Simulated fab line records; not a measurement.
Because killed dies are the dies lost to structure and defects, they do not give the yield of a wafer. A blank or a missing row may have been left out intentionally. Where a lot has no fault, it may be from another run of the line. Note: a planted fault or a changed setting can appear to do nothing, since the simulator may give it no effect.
Chamber matching	flow n5Finfet	rieSi-05 running N5_FIN_SAQP_MANDREL2_REMOVE_60: 4 sister chambers
The step chemistry HBr/Cl2/O2, target a-Si, stops on SiNx, bt time 10 s. 4 wafers are shown with their chamber, then 7 later ones without.

== WAFERS PAIRED WITH THEIR CHAMBERS ==
wafer	chamber	drypumpMotorCurrentA (A)
L074.2	0	5.8
L079.6	2	5.5
L087.1	1	5.1
L087.4	3	5.1

== WAFERS WITH NO CHAMBER GIVEN ==
wafer	drypumpMotorCurrentA (A)
L087.6	5.1
L094.1	5.8
L094.4	5.6
L094.5	5.8
L095.1	5.8
L095.3	5.6
L095.6	5.6

== WHICH CHAMBER EACH WENT THROUGH ==
wafer	from the rows above	in truth
L087.6	can't be placed: 1 or 3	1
L094.1	0	0
L094.4	can't be placed: 2 or 0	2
L094.5	0	0
L095.1	0	0
L095.3	can't be placed: 2 or 0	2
L095.6	can't be placed: 2 or 0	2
3 of 7 placed correctly. Unplaceable from these rows: 4, with the true chamber sitting among the candidates in 4. Wrongly placed: 0.
How it was worked out, from the rows above alone: a wafer's distance from a chamber is the root of the sum, over the readings, of the square of ((its reading less the chamber's mean) divided by the reading's scatter). The wafer belongs to the nearest chamber; if the next one is less than 2 further off, it can't be placed. The mean given for a chamber averages the wafers shown for that chamber. The scatter: root of mean squared gap, hidden wafer to nearest shown wafer, with one shown wafer a chamber.
